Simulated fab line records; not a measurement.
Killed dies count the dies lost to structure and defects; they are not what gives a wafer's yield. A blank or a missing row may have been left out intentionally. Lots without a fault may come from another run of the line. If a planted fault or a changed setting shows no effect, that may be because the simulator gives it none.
fab line records / flow nand_harc
record lots=6 wafers=18 last_day=33
route steps=1302 shown A_ONON_D2@552 END@1302
lots untouched by any fault: they come from a run of this same line in which no faults occurred
start_h: the number of hours between the record's first day and the start of the first shown wafer of the lot / wait_h: hours from the lot's prior step to this one / " the same as in the row above / L1.1+2: a row that stands for several wafers / - no value present, or no start provided / * or withheld: withheld / < > ~ a bound
route shown NAME@n: NAME is a module with steps in the file, n the number in the route of the first one / usual: mean and standard deviation over wafers with no fault / same: alike in all rows / chamber/n: place in a boat / sites: readings site by site / _std_site: the standard deviation of these / _edge_site: inner sites' mean taken away from outer sites' mean / radius_mm: for every site, how far away it sits from the centre of the wafer / mask NAME#n: copy n / behind: the tool/chamber that last shaped the wafer / hold: reason for holding the lot/hours on hold/outcome of the hold / device: transistor that didn't switch, given as n, p or np / end of line: the same wafers' tests at the end of the route / for a step that has no rows: nothing shown but its recipe / killed: dies that structure and defects cost at the first sort, which is not the same as the wafer's yield / map: a wafer's dies, x killed, . not, _ none there
set.NAME: setting as actually run; set.NAME@STEP: the setting as run at that earlier step / model.NAME: the simulator's own value behind a step, which no gauge read
lots at selected steps of the route; one table per step, one row per wafer
services: a tool's chamber out of use, with start hour (start_h, from the record's first day; less than 0 if before it), hours out, and reason
## steps
# step NHARC_A_ONON_D2_THK_MEAS_11
# recipe thk_meas_gauge=ellipsometry
# usual thk_nm=1001/9.2
lot.wafer=L250.1 tool=film_metro-02 chamber=- start_h=310.21 wait_h=- thk_nm=1001
lot.wafer=L250.2 tool=film_metro-02 chamber=- start_h=310.21 wait_h=- thk_nm=1001
lot.wafer=L250.3 tool=film_metro-02 chamber=- start_h=310.21 wait_h=- thk_nm=1002
lot.wafer=L255.2 tool=film_metro-02 chamber=- start_h=350.23 wait_h=- thk_nm=998
lot.wafer=L255.4 tool=film_metro-02 chamber=- start_h=350.23 wait_h=- thk_nm=1001
lot.wafer=L255.6 tool=film_metro-02 chamber=- start_h=350.23 wait_h=- thk_nm=1001
lot.wafer=L256.3 tool=film_metro-02 chamber=- start_h=366.18 wait_h=- thk_nm=1012
lot.wafer=L256.4 tool=film_metro-02 chamber=- start_h=366.18 wait_h=- thk_nm=1010
lot.wafer=L256.5 tool=film_metro-02 chamber=- start_h=366.18 wait_h=- thk_nm=1011
lot.wafer=L263.1 tool=film_metro-02 chamber=- start_h=433.91 wait_h=- thk_nm=992
lot.wafer=L263.5 tool=film_metro-02 chamber=- start_h=433.91 wait_h=- thk_nm=991
lot.wafer=L263.6 tool=film_metro-02 chamber=- start_h=433.91 wait_h=- thk_nm=993
lot.wafer=L266.1 tool=film_metro-02 chamber=- start_h=469.73 wait_h=- thk_nm=1002
lot.wafer=L266.3 tool=film_metro-02 chamber=- start_h=469.73 wait_h=- thk_nm=1004
lot.wafer=L266.6 tool=film_metro-02 chamber=- start_h=469.73 wait_h=- thk_nm=1005
lot.wafer=L269.3 tool=film_metro-02 chamber=- start_h=507.28 wait_h=- thk_nm=1009
lot.wafer=L269.4 tool=film_metro-02 chamber=- start_h=507.28 wait_h=- thk_nm=1007
lot.wafer=L269.6 tool=film_metro-02 chamber=- start_h=507.28 wait_h=- thk_nm=1007
# step NHARC_A_ONON_D2_DEP_12
# recipe target_thk_a=10000 n2_flow_sccm=2750 n2o_flow_sccm=2000 nh3_flow_sccm=500 sih4_flow_sccm=210 temp_c=400
# step NHARC_A_ONON_D2_THK_MEAS_14
# recipe thk_meas_gauge=ellipsometry
# usual thk_nm=1001/10
lot.wafer=L250.1 tool=film_metro-02 chamber=- start_h=310.77 wait_h=- thk_nm=992
lot.wafer=L250.2 tool=film_metro-02 chamber=- start_h=310.77 wait_h=- thk_nm=992
lot.wafer=L250.3 tool=film_metro-02 chamber=- start_h=310.77 wait_h=- thk_nm=993
lot.wafer=L255.2 tool=film_metro-02 chamber=- start_h=350.79 wait_h=- thk_nm=996
lot.wafer=L255.4 tool=film_metro-02 chamber=- start_h=350.79 wait_h=- thk_nm=996
lot.wafer=L255.6 tool=film_metro-02 chamber=- start_h=350.79 wait_h=- thk_nm=997
lot.wafer=L256.3 tool=film_metro-02 chamber=- start_h=366.75 wait_h=- thk_nm=1005
lot.wafer=L256.4 tool=film_metro-02 chamber=- start_h=366.75 wait_h=- thk_nm=1001
lot.wafer=L256.5 tool=film_metro-02 chamber=- start_h=366.75 wait_h=- thk_nm=1004
lot.wafer=L263.1 tool=film_metro-02 chamber=- start_h=434.48 wait_h=- thk_nm=975
lot.wafer=L263.5 tool=film_metro-02 chamber=- start_h=434.48 wait_h=- thk_nm=975
lot.wafer=L263.6 tool=film_metro-02 chamber=- start_h=434.48 wait_h=- thk_nm=974
lot.wafer=L266.1 tool=film_metro-02 chamber=- start_h=470.30 wait_h=- thk_nm=988
lot.wafer=L266.3 tool=film_metro-02 chamber=- start_h=470.30 wait_h=- thk_nm=987
lot.wafer=L266.6 tool=film_metro-02 chamber=- start_h=470.30 wait_h=- thk_nm=987
lot.wafer=L269.3 tool=film_metro-02 chamber=- start_h=507.84 wait_h=- thk_nm=1012
lot.wafer=L269.4 tool=film_metro-02 chamber=- start_h=507.84 wait_h=- thk_nm=1012
lot.wafer=L269.6 tool=film_metro-02 chamber=- start_h=507.84 wait_h=- thk_nm=1012
# step NHARC_A_ONON_D2_ANNEAL_15
# recipe temp_c=750 time_s=3600
# step NHARC_A_ONON_D2_DEP_16
# recipe target_thk_a=10000 n2_flow_sccm=2750 n2o_flow_sccm=2000 nh3_flow_sccm=500 sih4_flow_sccm=210 temp_c=400
# step NHARC_A_ONON_D2_THK_MEAS_18
# recipe thk_meas_gauge=ellipsometry
# usual thk_nm=1000/8.1
lot.wafer=L250.1 tool=film_metro-02 chamber=- start_h=321.34 wait_h=- thk_nm=990
lot.wafer=L250.2 tool=film_metro-02 chamber=- start_h=321.34 wait_h=- thk_nm=993
lot.wafer=L250.3 tool=film_metro-02 chamber=- start_h=321.34 wait_h=- thk_nm=992
lot.wafer=L255.2 tool=film_metro-02 chamber=- start_h=359.95 wait_h=- thk_nm=999
lot.wafer=L255.4 tool=film_metro-02 chamber=- start_h=359.95 wait_h=- thk_nm=1000
lot.wafer=L255.6 tool=film_metro-02 chamber=- start_h=359.95 wait_h=- thk_nm=1000
lot.wafer=L256.3 tool=film_metro-02 chamber=- start_h=388.01 wait_h=- thk_nm=993
lot.wafer=L256.4 tool=film_metro-02 chamber=- start_h=388.01 wait_h=- thk_nm=990
lot.wafer=L256.5 tool=film_metro-02 chamber=- start_h=388.01 wait_h=- thk_nm=990
lot.wafer=L263.1 tool=film_metro-02 chamber=- start_h=441.83 wait_h=- thk_nm=1013
lot.wafer=L263.5 tool=film_metro-02 chamber=- start_h=441.83 wait_h=- thk_nm=1012
lot.wafer=L263.6 tool=film_metro-02 chamber=- start_h=441.83 wait_h=- thk_nm=1012
lot.wafer=L266.1 tool=film_metro-02 chamber=- start_h=477.66 wait_h=- thk_nm=1001
lot.wafer=L266.3 tool=film_metro-02 chamber=- start_h=477.66 wait_h=- thk_nm=1002
lot.wafer=L266.6 tool=film_metro-02 chamber=- start_h=477.66 wait_h=- thk_nm=1004
lot.wafer=L269.3 tool=film_metro-01 chamber=- start_h=515.23 wait_h=- thk_nm=1002
lot.wafer=L269.4 tool=film_metro-01 chamber=- start_h=515.23 wait_h=- thk_nm=1000
lot.wafer=L269.6 tool=film_metro-01 chamber=- start_h=515.23 wait_h=- thk_nm=1002
# step NHARC_A_ONON_D2_DEP_19
# recipe target_thk_a=10000 n2_flow_sccm=2750 n2o_flow_sccm=2000 nh3_flow_sccm=500 sih4_flow_sccm=210 temp_c=400
# step NHARC_A_ONON_D2_THK_MEAS_21
# recipe thk_meas_gauge=ellipsometry
# usual thk_nm=1001/10
lot.wafer=L250.1 tool=film_metro-02 chamber=- start_h=321.90 wait_h=- thk_nm=986
lot.wafer=L250.2 tool=film_metro-02 chamber=- start_h=321.90 wait_h=- thk_nm=986
lot.wafer=L250.3 tool=film_metro-02 chamber=- start_h=321.90 wait_h=- thk_nm=984
lot.wafer=L255.2 tool=film_metro-02 chamber=- start_h=360.52 wait_h=- thk_nm=992
lot.wafer=L255.4 tool=film_metro-02 chamber=- start_h=360.52 wait_h=- thk_nm=994
lot.wafer=L255.6 tool=film_metro-02 chamber=- start_h=360.52 wait_h=- thk_nm=992
lot.wafer=L256.3 tool=film_metro-02 chamber=- start_h=388.58 wait_h=- thk_nm=1021
lot.wafer=L256.4 tool=film_metro-02 chamber=- start_h=388.58 wait_h=- thk_nm=1020
lot.wafer=L256.5 tool=film_metro-02 chamber=- start_h=388.58 wait_h=- thk_nm=1020
lot.wafer=L263.1 tool=film_metro-02 chamber=- start_h=442.40 wait_h=- thk_nm=1010
lot.wafer=L263.5 tool=film_metro-02 chamber=- start_h=442.40 wait_h=- thk_nm=1009
lot.wafer=L263.6 tool=film_metro-02 chamber=- start_h=442.40 wait_h=- thk_nm=1010
lot.wafer=L266.1 tool=film_metro-02 chamber=- start_h=478.23 wait_h=- thk_nm=1012
lot.wafer=L266.3 tool=film_metro-02 chamber=- start_h=478.23 wait_h=- thk_nm=1012
lot.wafer=L266.6 tool=film_metro-02 chamber=- start_h=478.23 wait_h=- thk_nm=1011
lot.wafer=L269.3 tool=film_metro-02 chamber=- start_h=515.79 wait_h=- thk_nm=989
lot.wafer=L269.4 tool=film_metro-02 chamber=- start_h=515.79 wait_h=- thk_nm=987
lot.wafer=L269.6 tool=film_metro-02 chamber=- start_h=515.79 wait_h=- thk_nm=988
# step NHARC_A_ONON_D2_DEP_22
# recipe target_thk_a=10000 n2_flow_sccm=2750 n2o_flow_sccm=2000 nh3_flow_sccm=500 sih4_flow_sccm=210 temp_c=400
# step NHARC_A_ONON_D2_THK_MEAS_24
# recipe thk_meas_gauge=ellipsometry
# usual thk_nm=998/11
lot.wafer=L250.1 tool=film_metro-02 chamber=- start_h=322.46 wait_h=- thk_nm=994
lot.wafer=L250.2 tool=film_metro-02 chamber=- start_h=322.46 wait_h=- thk_nm=996
lot.wafer=L250.3 tool=film_metro-02 chamber=- start_h=322.46 wait_h=- thk_nm=996
lot.wafer=L255.2 tool=film_metro-02 chamber=- start_h=361.08 wait_h=- thk_nm=1019
lot.wafer=L255.4 tool=film_metro-02 chamber=- start_h=361.08 wait_h=- thk_nm=1018
lot.wafer=L255.6 tool=film_metro-02 chamber=- start_h=361.08 wait_h=- thk_nm=1016
lot.wafer=L256.3 tool=film_metro-02 chamber=- start_h=389.16 wait_h=- thk_nm=994
lot.wafer=L256.4 tool=film_metro-02 chamber=- start_h=389.16 wait_h=- thk_nm=995
lot.wafer=L256.5 tool=film_metro-02 chamber=- start_h=389.16 wait_h=- thk_nm=997
lot.wafer=L263.1 tool=film_metro-02 chamber=- start_h=442.96 wait_h=- thk_nm=997
lot.wafer=L263.5 tool=film_metro-02 chamber=- start_h=442.96 wait_h=- thk_nm=996
lot.wafer=L263.6 tool=film_metro-02 chamber=- start_h=442.96 wait_h=- thk_nm=998
lot.wafer=L266.1 tool=film_metro-02 chamber=- start_h=478.80 wait_h=- thk_nm=997
lot.wafer=L266.3 tool=film_metro-02 chamber=- start_h=478.80 wait_h=- thk_nm=996
lot.wafer=L266.6 tool=film_metro-02 chamber=- start_h=478.80 wait_h=- thk_nm=996
lot.wafer=L269.3 tool=film_metro-02 chamber=- start_h=516.36 wait_h=- thk_nm=989
lot.wafer=L269.4 tool=film_metro-02 chamber=- start_h=516.36 wait_h=- thk_nm=988
lot.wafer=L269.6 tool=film_metro-02 chamber=- start_h=516.36 wait_h=- thk_nm=988
# step NHARC_A_ONON_D2_DEP_25
# recipe target_thk_a=10000 n2_flow_sccm=2750 n2o_flow_sccm=2000 nh3_flow_sccm=500 sih4_flow_sccm=210 temp_c=400
# step NHARC_A_ONON_D2_THK_MEAS_27
# recipe thk_meas_gauge=ellipsometry
# usual thk_nm=1001/12
lot.wafer=L250.1 tool=film_metro-02 chamber=- start_h=323.03 wait_h=- thk_nm=1015
lot.wafer=L250.2 tool=film_metro-02 chamber=- start_h=323.03 wait_h=- thk_nm=1015
lot.wafer=L250.3 tool=film_metro-02 chamber=- start_h=323.03 wait_h=- thk_nm=1016
lot.wafer=L255.2 tool=film_metro-02 chamber=- start_h=361.64 wait_h=- thk_nm=1004
lot.wafer=L255.4 tool=film_metro-02 chamber=- start_h=361.64 wait_h=- thk_nm=1005
lot.wafer=L255.6 tool=film_metro-02 chamber=- start_h=361.64 wait_h=- thk_nm=1005
lot.wafer=L256.3 tool=film_metro-02 chamber=- start_h=389.77 wait_h=- thk_nm=1014
lot.wafer=L256.4 tool=film_metro-02 chamber=- start_h=389.77 wait_h=- thk_nm=1014
lot.wafer=L256.5 tool=film_metro-02 chamber=- start_h=389.77 wait_h=- thk_nm=1015
lot.wafer=L263.1 tool=film_metro-02 chamber=- start_h=443.53 wait_h=- thk_nm=991
lot.wafer=L263.5 tool=film_metro-02 chamber=- start_h=443.53 wait_h=- thk_nm=988
lot.wafer=L263.6 tool=film_metro-02 chamber=- start_h=443.53 wait_h=- thk_nm=988
lot.wafer=L266.1 tool=film_metro-02 chamber=- start_h=479.36 wait_h=- thk_nm=1011
lot.wafer=L266.3 tool=film_metro-02 chamber=- start_h=479.36 wait_h=- thk_nm=1011
lot.wafer=L266.6 tool=film_metro-02 chamber=- start_h=479.36 wait_h=- thk_nm=1010
lot.wafer=L269.3 tool=film_metro-02 chamber=- start_h=516.93 wait_h=- thk_nm=1010
lot.wafer=L269.4 tool=film_metro-02 chamber=- start_h=516.93 wait_h=- thk_nm=1011
lot.wafer=L269.6 tool=film_metro-02 chamber=- start_h=516.93 wait_h=- thk_nm=1010
# step NHARC_A_ONON_D2_DEP_28
# recipe target_thk_a=10000 n2_flow_sccm=2750 n2o_flow_sccm=2000 nh3_flow_sccm=500 sih4_flow_sccm=210 temp_c=400
lot.wafer=L250.1+2+3 tool=pecvd_onon-03 chamber=0 start_h=323.08 wait_h=0.1
lot.wafer=L255.2+4+6 tool=pecvd_onon-01 chamber=0 start_h=361.75 wait_h=0.1
lot.wafer=L256.3+4+5 tool=pecvd_onon-01 chamber=0 start_h=389.95 wait_h=0.2
lot.wafer=L263.1+5+6 tool=pecvd_onon-03 chamber=0 start_h=443.58 wait_h=0.1
lot.wafer=L266.1+3+6 tool=pecvd_onon-01 chamber=0 start_h=479.42 wait_h=0.1
lot.wafer=L269.3+4+6 tool=pecvd_onon-03 chamber=0 start_h=517.10 wait_h=0.2
# step NHARC_A_ONON_D2_THK_MEAS_30
# recipe thk_meas_gauge=ellipsometry
# usual thk_nm=1000/7.8
lot.wafer=L250.1 tool=film_metro-02 chamber=- start_h=323.59 wait_h=- thk_nm=1011
lot.wafer=L250.2 tool=film_metro-02 chamber=- start_h=323.59 wait_h=- thk_nm=1013
lot.wafer=L250.3 tool=film_metro-02 chamber=- start_h=323.59 wait_h=- thk_nm=1013
lot.wafer=L255.2 tool=film_metro-02 chamber=- start_h=362.20 wait_h=- thk_nm=1824
lot.wafer=L255.4 tool=film_metro-02 chamber=- start_h=362.20 wait_h=- thk_nm=996
lot.wafer=L255.6 tool=film_metro-02 chamber=- start_h=362.20 wait_h=- thk_nm=1823
lot.wafer=L256.3 tool=film_metro-02 chamber=- start_h=390.35 wait_h=- thk_nm=1841
lot.wafer=L256.4 tool=film_metro-02 chamber=- start_h=390.35 wait_h=- thk_nm=1015
lot.wafer=L256.5 tool=film_metro-02 chamber=- start_h=390.35 wait_h=- thk_nm=1012
lot.wafer=L263.1 tool=film_metro-02 chamber=- start_h=444.09 wait_h=- thk_nm=1000
lot.wafer=L263.5 tool=film_metro-02 chamber=- start_h=444.09 wait_h=- thk_nm=998
lot.wafer=L263.6 tool=film_metro-02 chamber=- start_h=444.09 wait_h=- thk_nm=998
lot.wafer=L266.1 tool=film_metro-02 chamber=- start_h=479.93 wait_h=- thk_nm=1002
lot.wafer=L266.3 tool=film_metro-02 chamber=- start_h=479.93 wait_h=- thk_nm=1005
lot.wafer=L266.6 tool=film_metro-02 chamber=- start_h=479.93 wait_h=- thk_nm=998
lot.wafer=L269.3 tool=film_metro-02 chamber=- start_h=517.52 wait_h=- thk_nm=986
lot.wafer=L269.4 tool=film_metro-02 chamber=- start_h=517.52 wait_h=- thk_nm=987
lot.wafer=L269.6 tool=film_metro-02 chamber=- start_h=517.52 wait_h=- thk_nm=987
# step NHARC_A_ONON_D2_DEP_33
# recipe target_thk_a=2000 temp_c=400 pressure_torr=6.5 rf_w=900 teos_flow_sccm=161.4 flow_sccm=2650 target_thk_nm=200 gas=O2 material=SiO2
# usual heater_power_w=571/62 throttle_valve_pct=16.2/0.53
lot.wafer=L250.1 tool=pecvd-03 chamber=1 start_h=323.65 wait_h=0.1 heater_power_w=625 throttle_valve_pct=16.5
lot.wafer=L250.3 tool=pecvd-03 chamber=2 start_h=323.65 wait_h=0.1 heater_power_w=484 throttle_valve_pct=15.0
lot.wafer=L250.2 tool=pecvd-03 chamber=0 start_h=323.65 wait_h=0.1 heater_power_w=540 throttle_valve_pct=16.2
lot.wafer=L255.2 tool=pecvd-03 chamber=0 start_h=362.30 wait_h=0.1 heater_power_w=575 throttle_valve_pct=16.3
lot.wafer=L255.4 tool=pecvd-03 chamber=0 start_h=362.30 wait_h=0.1 heater_power_w=578 throttle_valve_pct=16.3
lot.wafer=L255.6 tool=pecvd-03 chamber=1 start_h=362.30 wait_h=0.1 heater_power_w=641 throttle_valve_pct=16.6
lot.wafer=L256.3 tool=pecvd-01 chamber=1 start_h=390.40 wait_h=0.1 heater_power_w=592 throttle_valve_pct=16.1
lot.wafer=L256.5 tool=pecvd-01 chamber=1 start_h=390.40 wait_h=0.1 heater_power_w=582 throttle_valve_pct=16.2
lot.wafer=L256.4 tool=pecvd-01 chamber=2 start_h=390.40 wait_h=0.1 heater_power_w=662 throttle_valve_pct=15.5
lot.wafer=L263.1 tool=pecvd-02 chamber=0 start_h=444.20 wait_h=0.1 heater_power_w=531 throttle_valve_pct=16.2
lot.wafer=L263.5 tool=pecvd-02 chamber=2 start_h=444.20 wait_h=0.1 heater_power_w=528 throttle_valve_pct=15.9
lot.wafer=L263.6 tool=pecvd-02 chamber=0 start_h=444.20 wait_h=0.1 heater_power_w=532 throttle_valve_pct=16.3
lot.wafer=L266.3 tool=pecvd-03 chamber=2 start_h=479.99 wait_h=0.1 heater_power_w=503 throttle_valve_pct=15.4
lot.wafer=L266.1 tool=pecvd-03 chamber=1 start_h=479.99 wait_h=0.1 heater_power_w=551 throttle_valve_pct=16.1
lot.wafer=L266.6 tool=pecvd-03 chamber=2 start_h=479.99 wait_h=0.1 heater_power_w=510 throttle_valve_pct=15.3
lot.wafer=L269.3 tool=pecvd-02 chamber=0 start_h=517.66 wait_h=0.1 heater_power_w=581 throttle_valve_pct=16.6
lot.wafer=L269.6 tool=pecvd-02 chamber=2 start_h=517.66 wait_h=0.1 heater_power_w=608 throttle_valve_pct=16.2
lot.wafer=L269.4 tool=pecvd-02 chamber=0 start_h=517.66 wait_h=0.1 heater_power_w=598 throttle_valve_pct=16.7
# step NHARC_END_SORT_01
# recipe temp_c=25
# usual killed_at_array=54/21 killed_at_other=0.9/1.1 killed_at_periphery=3.5/2.5 killed_dies=58/21 killed_open=3.3/1.9 killed_short=2.6/1.8
# same gross_dies=677
lot.wafer=L255.2 tool=prober-01 chamber=0 start_h=643.29 wait_h=2.8 killed_at_array=675 killed_at_other=1 killed_at_periphery=1 killed_dies=677 killed_open=3 killed_short=3
lot.wafer=L255.6 tool=prober-01 chamber=0 start_h=646.50 wait_h=4.0 killed_at_array=674 killed_at_other=0 killed_at_periphery=3 killed_dies=677 killed_open=0 killed_short=3
lot.wafer=L256.3 tool=prober-02 chamber=0 start_h=661.53 wait_h=3.1 killed_at_array=675 killed_at_other=0 killed_at_periphery=2 killed_dies=677 killed_open=6 killed_short=0
lot.wafer=L256.4 tool=prober-02 chamber=0 start_h=662.32 wait_h=3.4 killed_at_array=63 killed_at_other=0 killed_at_periphery=3 killed_dies=66 killed_open=2 killed_short=4
# killed by level:class
L255.2 A_ONON_D2:area_dep=606 A_CHANNEL_HOLE_D2:chamber_film_flake=24 A_CHANNEL_HOLE_D1:chamber_film_flake=18 A_SLIT:chamber_film_flake=16 A_CONTACT:chamber_film_flake=3 A_SOURCE_PLATE:geometric_particle:short=1 A_CHANNEL_FILL_D1:geometric_particle:open=1 A_DECK1_JOINT:geometric_particle:short=1
L255.6 A_ONON_D2:area_dep=602 A_CHANNEL_HOLE_D2:chamber_film_flake=27 A_SLIT:chamber_film_flake=23 A_CHANNEL_HOLE_D1:chamber_film_flake=16 A_ZERO_WELL:chamber_film_flake=2 P_M0:geometric_particle:short=1 A_WL_FILL:geometric_particle:short=1 A_BLC:geometric_particle:short=1
L256.3 A_ONON_D2:area_dep=611 A_CHANNEL_HOLE_D1:chamber_film_flake=35 A_CHANNEL_HOLE_D2:chamber_film_flake=15 A_CONTACT:chamber_film_flake=4 A_DECK1_JOINT:geometric_particle:open=2 A_STAIRCASE:chamber_film_flake=2 A_CHANNEL_HOLE_D1:geometric_particle:open=1 A_ONON_D2:geometric_particle:open=1
L256.4 A_CHANNEL_HOLE_D1:chamber_film_flake=35 A_CHANNEL_HOLE_D2:chamber_film_flake=17 A_STAIRCASE:chamber_film_flake=3 A_BLC:geometric_particle:open=2 A_CONTACT:chamber_film_flake=2 A_BLC:chamber_film_flake=2 P_M0:geometric_particle:short=1 P_M2:geometric_particle:short=1
# map L255.2 (x killed, . not)
____________x____________
_________xxxxxxx_________
_______xxxxxxxxxxx_______
______xxxxxxxxxxxxx______
_____xxxxxxxxxxxxxxx_____
____xxxxxxxxxxxxxxxxx____
____xxxxxxxxxxxxxxxxx____
___xxxxxxxxxxxxxxxxxxx___
___xxxxxxxxxxxxxxxxxxx___
__xxxxxxxxxxxxxxxxxxxxx__
__xxxxxxxxxxxxxxxxxxxxx__
_xxxxxxxxxxxxxxxxxxxxxxx_
_xxxxxxxxxxxxxxxxxxxxxxx_
_xxxxxxxxxxxxxxxxxxxxxxx_
_xxxxxxxxxxxxxxxxxxxxxxx_
_xxxxxxxxxxxxxxxxxxxxxxx_
xxxxxxxxxxxxxxxxxxxxxxxxx
xxxxxxxxxxxxxxxxxxxxxxxxx
xxxxxxxxxxxxxxxxxxxxxxxxx
xxxxxxxxxxxxxxxxxxxxxxxxx
xxxxxxxxxxxxxxxxxxxxxxxxx
_xxxxxxxxxxxxxxxxxxxxxxx_
_xxxxxxxxxxxxxxxxxxxxxxx_
_xxxxxxxxxxxxxxxxxxxxxxx_
_xxxxxxxxxxxxxxxxxxxxxxx_
_xxxxxxxxxxxxxxxxxxxxxxx_
__xxxxxxxxxxxxxxxxxxxxx__
__xxxxxxxxxxxxxxxxxxxxx__
___xxxxxxxxxxxxxxxxxxx___
___xxxxxxxxxxxxxxxxxxx___
____xxxxxxxxxxxxxxxxx____
____xxxxxxxxxxxxxxxxx____
_____xxxxxxxxxxxxxxx_____
______xxxxxxxxxxxxx______
_______xxxxxxxxxxx_______
_________xxxxxxx_________
____________x____________
# map L256.3 (x killed, . not)
____________x____________
_________xxxxxxx_________
_______xxxxxxxxxxx_______
______xxxxxxxxxxxxx______
_____xxxxxxxxxxxxxxx_____
____xxxxxxxxxxxxxxxxx____
____xxxxxxxxxxxxxxxxx____
___xxxxxxxxxxxxxxxxxxx___
___xxxxxxxxxxxxxxxxxxx___
__xxxxxxxxxxxxxxxxxxxxx__
__xxxxxxxxxxxxxxxxxxxxx__
_xxxxxxxxxxxxxxxxxxxxxxx_
_xxxxxxxxxxxxxxxxxxxxxxx_
_xxxxxxxxxxxxxxxxxxxxxxx_
_xxxxxxxxxxxxxxxxxxxxxxx_
_xxxxxxxxxxxxxxxxxxxxxxx_
xxxxxxxxxxxxxxxxxxxxxxxxx
xxxxxxxxxxxxxxxxxxxxxxxxx
xxxxxxxxxxxxxxxxxxxxxxxxx
xxxxxxxxxxxxxxxxxxxxxxxxx
xxxxxxxxxxxxxxxxxxxxxxxxx
_xxxxxxxxxxxxxxxxxxxxxxx_
_xxxxxxxxxxxxxxxxxxxxxxx_
_xxxxxxxxxxxxxxxxxxxxxxx_
_xxxxxxxxxxxxxxxxxxxxxxx_
_xxxxxxxxxxxxxxxxxxxxxxx_
__xxxxxxxxxxxxxxxxxxxxx__
__xxxxxxxxxxxxxxxxxxxxx__
___xxxxxxxxxxxxxxxxxxx___
___xxxxxxxxxxxxxxxxxxx___
____xxxxxxxxxxxxxxxxx____
____xxxxxxxxxxxxxxxxx____
_____xxxxxxxxxxxxxxx_____
______xxxxxxxxxxxxx______
_______xxxxxxxxxxx_______
_________xxxxxxx_________
____________x____________
## services
tool=pecvd-03 chamber=2 start_h=310.97 hours=12.1 kind=repair
tool=pecvd-01 chamber=- start_h=319.14 hours=13.0 kind=pm
tool=pecvd-01 chamber=0 start_h=319.14 hours=13.0 kind=vent_cycle
tool=pecvd-03 chamber=0 start_h=337.91 hours=2.1 kind=repair
tool=pecvd-03 chamber=- start_h=366.24 hours=13.0 kind=pm
tool=pecvd-03 chamber=0 start_h=366.24 hours=13.0 kind=vent_cycle
tool=pecvd-03 chamber=1 start_h=366.24 hours=13.0 kind=vent_cycle
tool=pecvd-03 chamber=2 start_h=366.24 hours=13.0 kind=vent_cycle
tool=pecvd-01 chamber=2 start_h=374.59 hours=10.6 kind=repair
tool=pecvd-03 chamber=0 start_h=379.24 hours=- kind=clean
tool=pecvd-03 chamber=1 start_h=379.24 hours=- kind=clean
tool=pecvd-03 chamber=2 start_h=379.24 hours=- kind=clean
tool=pecvd-02 chamber=2 start_h=390.50 hours=13.8 kind=repair
tool=pecvd_onon-03 chamber=- start_h=408.00 hours=13.0 kind=pm
tool=pecvd-02 chamber=- start_h=408.15 hours=13.0 kind=pm
tool=pecvd-02 chamber=0 start_h=408.15 hours=13.0 kind=vent_cycle
tool=pecvd-02 chamber=1 start_h=408.15 hours=13.0 kind=vent_cycle
tool=pecvd-02 chamber=2 start_h=408.15 hours=13.0 kind=vent_cycle
tool=pecvd-02 chamber=0 start_h=421.15 hours=- kind=clean
tool=pecvd-02 chamber=1 start_h=421.15 hours=- kind=clean
tool=pecvd-02 chamber=2 start_h=421.15 hours=- kind=clean
tool=pecvd-01 chamber=- start_h=442.86 hours=3.3 kind=repair
tool=pecvd_onon-01 chamber=- start_h=450.02 hours=13.0 kind=pm
tool=pecvd-01 chamber=- start_h=500.14 hours=13.0 kind=pm
## key
first_sign step=NHARC_A_ONON_D2_THK_MEAS_30 reading=thk_nm direction=up sigmas=99+ usual=1000 struck=1830
effect step=NHARC_END_SORT_01 reading=killed_at_array direction=up sigmas=29 usual=54 struck=675
more_kills_born_at NHARC_A_ONON_D2_DEP_28@pecvd_onon-01=1819
met_at NHARC_A_ONON_D2_DEP_28
struck_wafers L255.2,L255.6,L256.3
later_rows_left_out L255.2,L255.6,L256.3
tester_left_out L255,L256
fault kind=process_parameter_drift tool=pecvd_onon-01 chamber=- onset_h=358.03 steps=NHARC_A_ONON_D2_DEP_28 channel=target_thk_a offset=* shape=step end_h=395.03 scope=struck_wafers_only acts_in=* stated=*
# tester_left_out: of these lots the tester's yield and bins aren't shown, on N5 and GAA mostly nor the transistor test; their killed dies are dies lost to structure and defects alone, not to doping, threshold or leakage, so they don't give the yield
# later_rows_left_out: the simulator's readings of these wafers behind a module that went badly wrong aren't trusted and aren't shown, but for the sort
